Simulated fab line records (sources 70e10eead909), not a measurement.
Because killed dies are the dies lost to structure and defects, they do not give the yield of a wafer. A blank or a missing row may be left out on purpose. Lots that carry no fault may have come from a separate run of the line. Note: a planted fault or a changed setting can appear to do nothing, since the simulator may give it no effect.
Which tool was responsible? :: flow nandHarc :: 11 lots, 33 wafers sampled, at 5 steps of a route of 1159

WHAT THE GAUGES SHOWED, per wafer
NHARC_P_CONTACT_INSPECT_14. Usual: rawDefectCount 3.6, standard deviation 2.3.
lot: L583
measured: day 5 22:33
on: defectInspect-01
rawDefectCount: 7 4 5
flag: 

lot: L586
measured: day 6 15:14
on: defectInspect-01
rawDefectCount: 0 5 6
flag: 

lot: L588
measured: day 6 21:49
on: defectInspect-02
rawDefectCount: 3 5 5
flag: 

lot: L589
measured: day 7 09:50
on: defectInspect-02
rawDefectCount: 5 3 2
flag: 

lot: L590
measured: day 7 10:07
on: defectInspect-01
rawDefectCount: 1 3 0
flag: 

lot: L591
measured: day 8 02:26
on: defectInspect-02
rawDefectCount: 2 4 3
flag: 

lot: L600
measured: day 10 06:24
on: defectInspect-01
rawDefectCount: 7 4 9
flag: 

lot: L601
measured: day 10 10:19
on: defectInspect-01
rawDefectCount: 5 1 1
flag: 

lot: L603
measured: day 10 21:40
on: defectInspect-02
rawDefectCount: 5 6 2
flag: 

lot: L605
measured: day 11 01:52
on: defectInspect-01
rawDefectCount: 2 4 2
flag: 

lot: L604
measured: day 11 02:03
on: defectInspect-01
rawDefectCount: 2 2 2
flag: 

NHARC_END_SORT_01. Usual: defectLimitedYield 95.5 %, standard deviation 1.3; killedAtArray 27, standard deviation 8.8; killedAtOther 0.4, standard deviation 0.82; killedAtPeriphery 3.1, standard deviation 2.1; killedDies 31, standard deviation 8.8; killedOpen 3.3, standard deviation 2; killedShort 2.0, standard deviation 1.4; sort_bin_2_pct 1.3 %, standard deviation 0.56; sort_bin_3_pct 0.25 %, standard deviation 0.21; sort_bin_4_pct 2.9 %, standard deviation 0.89; sortNPass 646, standard deviation 8.8; sortRimYieldPct 95.8 %, standard deviation 2.7; sortYieldPct 95.5 %, standard deviation 1.3.
lot: L583
measured: day 20 10:46
on: prober-01
defectLimitedYield (%): 96.8 97.0 97.0
killedAtArray: 18 15 18
killedAtOther: 0 1 0
killedAtPeriphery: 4 4 2
killedDies: 22 20 20
killedOpen: 1 2 2
killedShort: 4 1 4
sort_bin_2_pct (%): 0.9 0.6 0.6
sort_bin_3_pct (%): 0.15 0.15 0.30
sort_bin_4_pct (%): 2.2 2.2 2.1
sortNPass: 655 657 657
sortRimYieldPct (%): 92.5 98.1 93.4
sortYieldPct (%): 96.8 97.0 97.0
flag: 

lot: L586
measured: day 20 12:37
on: prober-02
defectLimitedYield (%): 96.5 96.6 96.6
killedAtArray: 20 18 18
killedAtOther: 0 0 0
killedAtPeriphery: 4 5 5
killedDies: 24 23 23
killedOpen: 5 4 5
killedShort: 2 3 2
sort_bin_2_pct (%): 1.5 1.0 1.3
sort_bin_3_pct (%): 0.30 0.30 0
sort_bin_4_pct (%): 1.8 2.1 2.1
sortNPass: 653 654 654
sortRimYieldPct (%): 96.2 95.3 95.3
sortYieldPct (%): 96.5 96.6 96.6
flag: 

lot: L588
measured: day 20 21:58
on: prober-02
defectLimitedYield (%): 94.8 95.4 94.8
killedAtArray: 33 25 32
killedAtOther: 0 0 0
killedAtPeriphery: 2 6 3
killedDies: 35 31 35
killedOpen: 6 4 6
killedShort: 1 3 1
sort_bin_2_pct (%): 1.6 1.0 1.6
sort_bin_3_pct (%): 0.15 0.15 0
sort_bin_4_pct (%): 3.4 3.4 3.5
sortNPass: 642 646 642
sortRimYieldPct (%): 97.2 97.2 99.1
sortYieldPct (%): 94.8 95.4 94.8
flag: 

lot: L589
measured: day 21 03:21
on: prober-02
defectLimitedYield (%): 93.9 96.0 96.3
killedAtArray: 37 26 22
killedAtOther: 0 0 0
killedAtPeriphery: 4 1 3
killedDies: 41 27 25
killedOpen: 5 2 1
killedShort: 5 2 3
sort_bin_2_pct (%): 1.3 1.2 1.3
sort_bin_3_pct (%): 0.74 0.44 0.44
sort_bin_4_pct (%): 4.0 2.4 1.9
sortNPass: 636 650 652
sortRimYieldPct (%): 98.1 99.1 97.2
sortYieldPct (%): 93.9 96.0 96.3
flag: 

lot: L590
measured: day 21 10:14
on: prober-01
defectLimitedYield (%): 95.6 95.6 96.3
killedAtArray: 29 29 25
killedAtOther: 0 0 0
killedAtPeriphery: 1 1 0
killedDies: 30 30 25
killedOpen: 7 1 2
killedShort: 2 1 2
sort_bin_2_pct (%): 1.9 1.2 1.0
sort_bin_3_pct (%): 0 0.30 0
sort_bin_4_pct (%): 2.5 3.0 2.7
sortNPass: 647 647 652
sortRimYieldPct (%): 92.5 94.3 91.5
sortYieldPct (%): 95.6 95.6 96.3
flag: 

lot: L591
measured: day 21 17:55
on: prober-01
defectLimitedYield (%): 97.3 96.6 97.6
killedAtArray: 13 15 13
killedAtOther: 0 0 0
killedAtPeriphery: 5 8 3
killedDies: 18 23 16
killedOpen: 4 2 2
killedShort: 2 0 1
sort_bin_2_pct (%): 0.4 1.5 0.7
sort_bin_3_pct (%): 0 0.30 0
sort_bin_4_pct (%): 2.2 1.6 1.6
sortNPass: 659 654 661
sortRimYieldPct (%): 98.1 96.2 98.1
sortYieldPct (%): 97.3 96.6 97.6
flag: 

lot: L600
measured: day 24 01:49
on: prober-02
defectLimitedYield (%): 94.4 95.6 95.7
killedAtArray: 25 27 22
killedAtOther: 3 0 1
killedAtPeriphery: 10 3 6
killedDies: 38 30 29
killedOpen: 3 2 2
killedShort: 4 0 4
sort_bin_2_pct (%): 1.0 1.3 0.9
sort_bin_3_pct (%): 0.44 0.59 0.15
sort_bin_4_pct (%): 4.1 2.5 3.2
sortNPass: 639 647 648
sortRimYieldPct (%): 98.1 99.1 99.1
sortYieldPct (%): 94.4 95.6 95.7
flag: 

lot: L601
measured: day 24 02:41
on: prober-01
defectLimitedYield (%): 95.3 96.0 94.8
killedAtArray: 27 26 31
killedAtOther: 0 0 1
killedAtPeriphery: 5 1 3
killedDies: 32 27 35
killedOpen: 4 6 2
killedShort: 0 2 1
sort_bin_2_pct (%): 1.2 0.6 1.8
sort_bin_3_pct (%): 0.30 0.15 0.44
sort_bin_4_pct (%): 3.2 3.2 3.0
sortNPass: 645 650 642
sortRimYieldPct (%): 95.3 97.2 92.5
sortYieldPct (%): 95.3 96.0 94.8
flag: 

lot: L603
measured: day 24 09:41
on: prober-01
defectLimitedYield (%): 94.7 95.3 94.7
killedAtArray: 33 25 35
killedAtOther: 0 0 0
killedAtPeriphery: 3 7 1
killedDies: 36 32 36
killedOpen: 2 2 1
killedShort: 0 2 2
sort_bin_2_pct (%): 2.1 1.2 1.8
sort_bin_3_pct (%): 0.30 0.15 0.30
sort_bin_4_pct (%): 3.0 3.4 3.2
sortNPass: 641 645 641
sortRimYieldPct (%): 99.1 98.1 99.1
sortYieldPct (%): 94.7 95.3 94.7
flag: 

lot: L605
measured: day 24 19:32
on: prober-01
defectLimitedYield (%): 93.6 93.9 92.9
killedAtArray: 38 37 42
killedAtOther: 0 0 1
killedAtPeriphery: 5 4 5
killedDies: 43 41 48
killedOpen: 4 2 7
killedShort: 4 1 2
sort_bin_2_pct (%): 1.8 1.2 2.2
sort_bin_3_pct (%): 0.44 0.59 0.30
sort_bin_4_pct (%): 4.1 4.3 4.6
sortNPass: 634 636 629
sortRimYieldPct (%): 89.6 90.6 92.5
sortYieldPct (%): 93.6 93.9 92.9
flag: 

lot: L604
measured: day 24 18:07
on: prober-02
defectLimitedYield (%): 92.2 93.4 92.6
killedAtArray: 53 41 49
killedAtOther: 0 0 0
killedAtPeriphery: 0 4 1
killedDies: 53 45 50
killedOpen: 2 7 6
killedShort: 0 1 2
sort_bin_2_pct (%): 2.2 1.6 2.2
sort_bin_3_pct (%): 0.15 0.89 0.30
sort_bin_4_pct (%): 5.5 4.1 4.9
sortNPass: 624 632 627
sortRimYieldPct (%): 93.4 94.3 93.4
sortYieldPct (%): 92.2 93.4 92.6
flag: 

EACH LOT AND THE TOOL THAT RAN IT (in order: tool; ch and the chambers of the sampled wafers; start)
lot: L583
NHARC_P_M0_DEP_00: pecvd-03 ch 0,1,2, day 6 05:46
NHARC_P_M0_DESCUM_14: rieDiel-03 ch 0,1, day 6 06:41
NHARC_P_M0_ETCH_34: rieDiel-03 ch 0,3, day 6 06:45

lot: L586
NHARC_P_M0_DEP_00: pecvd-03 ch 0,1,2, day 6 18:55
NHARC_P_M0_DESCUM_14: rieDiel-03 ch 0,1, day 6 19:53
NHARC_P_M0_ETCH_34: rieDiel-03 ch 1,3, day 6 19:59

lot: L588
NHARC_P_M0_DEP_00: pecvd-03 ch 0,1,2, day 7 05:58
NHARC_P_M0_DESCUM_14: rieDiel-08 ch 1,2,3, day 7 06:45
NHARC_P_M0_ETCH_34: rieDiel-08 ch 1,2,3, day 7 06:50

lot: L589
NHARC_P_M0_DEP_00: pecvd-03 ch 0,1,2, day 7 14:59
NHARC_P_M0_DESCUM_14: rieDiel-03 ch 0,2,3, day 7 15:57
NHARC_P_M0_ETCH_34: rieDiel-03 ch 1,3, day 7 16:02

lot: L590
NHARC_P_M0_DEP_00: pecvd-03 ch 0,1,2, day 7 15:28
NHARC_P_M0_DESCUM_14: rieDiel-05 ch 0,1,2, day 7 16:29
NHARC_P_M0_ETCH_34: rieDiel-05 ch 1,2,3, day 7 16:34

lot: L591
NHARC_P_M0_DEP_00: pecvd-02 ch 0,1,2, day 8 05:49
NHARC_P_M0_DESCUM_14: rieDiel-08 ch 0,1,2, day 8 06:44
NHARC_P_M0_ETCH_34: rieDiel-08 ch 0,2,3, day 8 06:50

lot: L600
NHARC_P_M0_DEP_00: pecvd-02 ch 0,1,2, day 10 10:18
NHARC_P_M0_DESCUM_14: rieDiel-03 ch 0,3, day 10 11:19
NHARC_P_M0_ETCH_34: rieDiel-03 ch 0,2,3, day 10 11:25

lot: L601
NHARC_P_M0_DEP_00: pecvd-02 ch 0,1,2, day 10 18:22
NHARC_P_M0_DESCUM_14: rieDiel-05 ch 0,2,3, day 10 19:16
NHARC_P_M0_ETCH_34: rieDiel-05 ch 0,2,3, day 10 19:21

lot: L603
NHARC_P_M0_DEP_00: pecvd-02 ch 0,2, day 11 00:57
NHARC_P_M0_DESCUM_14: rieDiel-08 ch 0,2, day 11 01:50
NHARC_P_M0_ETCH_34: rieDiel-08 ch 0,1,3, day 11 01:56

lot: L605
NHARC_P_M0_DEP_00: pecvd-03 ch 0,1,2, day 11 05:07
NHARC_P_M0_DESCUM_14: rieDiel-08 ch 0,1,3, day 11 06:10
NHARC_P_M0_ETCH_34: rieDiel-08 ch 1,2,3, day 11 06:15

lot: L604
NHARC_P_M0_DEP_00: pecvd-02 ch 0,1, day 11 05:25
NHARC_P_M0_DESCUM_14: rieDiel-03 ch 0,3, day 11 06:29
NHARC_P_M0_ETCH_34: rieDiel-03 ch 0,2,3, day 11 06:35
- NHARC_P_M0_DEP_00: deposits SiOC, target thk 150 nm.
- NHARC_P_M0_DESCUM_14: chemistry O2, time 3 s.
- NHARC_P_M0_ETCH_34: etches the open film in N2/H2, target depth 40 nm, overetch 12 nm, time 43.94 s.

AS READ BY THE TOOLS THEMSELVES (means over the sampled wafers that have a number; for cases with no such wafer, the mark the record gives instead)
NHARC_P_M0_DEP_00. Usual: rfFwdPowerW 598.5 W, standard deviation 1.8.
lot: L583
tool: pecvd-03
rfFwdPowerW (W): 599.4
flag: 

lot: L586
tool: pecvd-03
rfFwdPowerW (W): 599.0
flag: 

lot: L588
tool: pecvd-03
rfFwdPowerW (W): 598.3
flag: 

lot: L589
tool: pecvd-03
rfFwdPowerW (W): 631.3
flag: OFF

lot: L590
tool: pecvd-03
rfFwdPowerW (W): 630.6
flag: OFF

lot: L591
tool: pecvd-02
rfFwdPowerW (W): 599.1
flag: 

lot: L600
tool: pecvd-02
rfFwdPowerW (W): 599.7
flag: 

lot: L601
tool: pecvd-02
rfFwdPowerW (W): 597.7
flag: 

lot: L603
tool: pecvd-02
rfFwdPowerW (W): 595.4
flag: 

lot: L605
tool: pecvd-03
rfFwdPowerW (W): 598.3
flag: 

lot: L604
tool: pecvd-02
rfFwdPowerW (W): 598.8
flag: 

NHARC_P_M0_DESCUM_14. Usual: chamberPressureMTorr 60.00 mTorr, standard deviation 0.054; drypumpMotorCurrentA 5.6 A, standard deviation 0.61; oesProductAu 1.000 a.u., standard deviation 0.0099; rfVppV 58.0 V, standard deviation 0.91; showerheadPlenumPTorr 1.96 Torr, standard deviation 0.065; throttleValvePct 11.311 %, standard deviation 0.0088.
lot: L583
tool: rieDiel-03
chamberPressureMTorr (mTorr): 60.00
drypumpMotorCurrentA (A): 5.1
oesProductAu (a.u.): 0.999
rfVppV (V): 57.6
showerheadPlenumPTorr (Torr): 2.01
throttleValvePct (%): 11.307
flag: 

lot: L586
tool: rieDiel-03
chamberPressureMTorr (mTorr): 59.99
drypumpMotorCurrentA (A): 5.3
oesProductAu (a.u.): 0.997
rfVppV (V): 58.1
showerheadPlenumPTorr (Torr): 1.98
throttleValvePct (%): 11.312
flag: 

lot: L588
tool: rieDiel-08
chamberPressureMTorr (mTorr): 60.02
drypumpMotorCurrentA (A): 5.5
oesProductAu (a.u.): 0.998
rfVppV (V): 58.2
showerheadPlenumPTorr (Torr): 1.93
throttleValvePct (%): 11.307
flag: 

lot: L589
tool: rieDiel-03
chamberPressureMTorr (mTorr): 60.01
drypumpMotorCurrentA (A): 5.3
oesProductAu (a.u.): 1.004
rfVppV (V): 57.4
showerheadPlenumPTorr (Torr): 1.99
throttleValvePct (%): 11.315
flag: 

lot: L590
tool: rieDiel-05
chamberPressureMTorr (mTorr): 60.05
drypumpMotorCurrentA (A): 5.8
oesProductAu (a.u.): 1.006
rfVppV (V): 57.9
showerheadPlenumPTorr (Torr): 1.98
throttleValvePct (%): 11.318
flag: 

lot: L591
tool: rieDiel-08
chamberPressureMTorr (mTorr): 60.01
drypumpMotorCurrentA (A): 5.7
oesProductAu (a.u.): 1.005
rfVppV (V): 58.5
showerheadPlenumPTorr (Torr): 1.93
throttleValvePct (%): 11.310
flag: 

lot: L600
tool: rieDiel-03
chamberPressureMTorr (mTorr): 59.97
drypumpMotorCurrentA (A): 5.0
oesProductAu (a.u.): 1.007
rfVppV (V): 57.8
showerheadPlenumPTorr (Torr): 2.00
throttleValvePct (%): 11.314
flag: 

lot: L601
tool: rieDiel-05
chamberPressureMTorr (mTorr): 59.94
drypumpMotorCurrentA (A): 5.7
oesProductAu (a.u.): 1.009
rfVppV (V): 58.3
showerheadPlenumPTorr (Torr): 1.98
throttleValvePct (%): 11.310
flag: 

lot: L603
tool: rieDiel-08
chamberPressureMTorr (mTorr): 59.97
drypumpMotorCurrentA (A): 5.9
oesProductAu (a.u.): 0.991
rfVppV (V): 57.7
showerheadPlenumPTorr (Torr): 1.97
throttleValvePct (%): 11.303
flag: 

lot: L605
tool: rieDiel-08
chamberPressureMTorr (mTorr): 60.04
drypumpMotorCurrentA (A): 5.7
oesProductAu (a.u.): 0.993
rfVppV (V): 57.1
showerheadPlenumPTorr (Torr): 1.90
throttleValvePct (%): 11.321
flag: 

lot: L604
tool: rieDiel-03
chamberPressureMTorr (mTorr): 60.03
drypumpMotorCurrentA (A): 5.0
oesProductAu (a.u.): 1.000
rfVppV (V): 58.5
showerheadPlenumPTorr (Torr): 2.00
throttleValvePct (%): 11.316
flag: 

NHARC_P_M0_ETCH_34. Usual: chamberPressureMTorr 30.00 mTorr, standard deviation 0.03; drypumpMotorCurrentA 5.6 A, standard deviation 0.58; oesProductAu 1.001 a.u., standard deviation 0.0086; rfVppV 431.7 V, standard deviation 2; showerheadPlenumPTorr 2.09 Torr, standard deviation 0.069; throttleValvePct 14.171 %, standard deviation 0.0086.
lot: L583
tool: rieDiel-03
chamberPressureMTorr (mTorr): 29.97
drypumpMotorCurrentA (A): 5.0
oesProductAu (a.u.): 0.998
rfVppV (V): 432.7
showerheadPlenumPTorr (Torr): 2.13
throttleValvePct (%): 14.172
flag: 

lot: L586
tool: rieDiel-03
chamberPressureMTorr (mTorr): 29.99
drypumpMotorCurrentA (A): 5.3
oesProductAu (a.u.): 0.997
rfVppV (V): 430.3
showerheadPlenumPTorr (Torr): 2.03
throttleValvePct (%): 14.163
flag: 

lot: L588
tool: rieDiel-08
chamberPressureMTorr (mTorr): 29.99
drypumpMotorCurrentA (A): 5.5
oesProductAu (a.u.): 0.993
rfVppV (V): 430.9
showerheadPlenumPTorr (Torr): 2.06
throttleValvePct (%): 14.170
flag: 

lot: L589
tool: rieDiel-03
chamberPressureMTorr (mTorr): 30.01
drypumpMotorCurrentA (A): 5.4
oesProductAu (a.u.): 0.995
rfVppV (V): 430.8
showerheadPlenumPTorr (Torr): 2.05
throttleValvePct (%): 14.172
flag: 

lot: L590
tool: rieDiel-05
chamberPressureMTorr (mTorr): 30.00
drypumpMotorCurrentA (A): 6.0
oesProductAu (a.u.): 1.011
rfVppV (V): 431.5
showerheadPlenumPTorr (Torr): 2.10
throttleValvePct (%): 14.170
flag: 

lot: L591
tool: rieDiel-08
chamberPressureMTorr (mTorr): 30.02
drypumpMotorCurrentA (A): 5.9
oesProductAu (a.u.): 1.006
rfVppV (V): 431.7
showerheadPlenumPTorr (Torr): 2.07
throttleValvePct (%): 14.173
flag: 

lot: L600
tool: rieDiel-03
chamberPressureMTorr (mTorr): 30.03
drypumpMotorCurrentA (A): 5.3
oesProductAu (a.u.): 0.999
rfVppV (V): 432.3
showerheadPlenumPTorr (Torr): 2.12
throttleValvePct (%): 14.168
flag: 

lot: L601
tool: rieDiel-05
chamberPressureMTorr (mTorr): 29.99
drypumpMotorCurrentA (A): 5.8
oesProductAu (a.u.): 1.006
rfVppV (V): 432.0
showerheadPlenumPTorr (Torr): 2.11
throttleValvePct (%): 14.171
flag: 

lot: L603
tool: rieDiel-08
chamberPressureMTorr (mTorr): 29.99
drypumpMotorCurrentA (A): 5.7
oesProductAu (a.u.): 1.003
rfVppV (V): 430.4
showerheadPlenumPTorr (Torr): 2.02
throttleValvePct (%): 14.175
flag: 

lot: L605
tool: rieDiel-08
chamberPressureMTorr (mTorr): 30.00
drypumpMotorCurrentA (A): 5.5
oesProductAu (a.u.): 1.003
rfVppV (V): 430.5
showerheadPlenumPTorr (Torr): 2.06
throttleValvePct (%): 14.169
flag: 

lot: L604
tool: rieDiel-03
chamberPressureMTorr (mTorr): 30.01
drypumpMotorCurrentA (A): 5.3
oesProductAu (a.u.): 1.001
rfVppV (V): 431.9
showerheadPlenumPTorr (Torr): 2.12
throttleValvePct (%): 14.179
flag: 

THE ANSWER, worked out from the rows above alone
Rule: take the mean of a lot's wafers that have a number; if it is more than 3 standard deviations from the usual mean, the lot is off. Also off: a lot with no number at a reading for which 4 or more lots have one. Where the step has rows for the other lots, those lots are counted as sound. First the gauges in route order, then the tools' own readings, where a lot's mean is used as printed above. At the first step where some lot is off, the reading lying furthest off is the one used; lots without a number count as furthest.
Off at NHARC_P_M0_DEP_00 (rfFwdPowerW): L589, L590.
A tool fits if, at that step or a process step before it, it ran every lot that is off, and no sound lot after the first of them. Of those tried, none fits.

WHAT THE SIMULATOR HAD PUT IN
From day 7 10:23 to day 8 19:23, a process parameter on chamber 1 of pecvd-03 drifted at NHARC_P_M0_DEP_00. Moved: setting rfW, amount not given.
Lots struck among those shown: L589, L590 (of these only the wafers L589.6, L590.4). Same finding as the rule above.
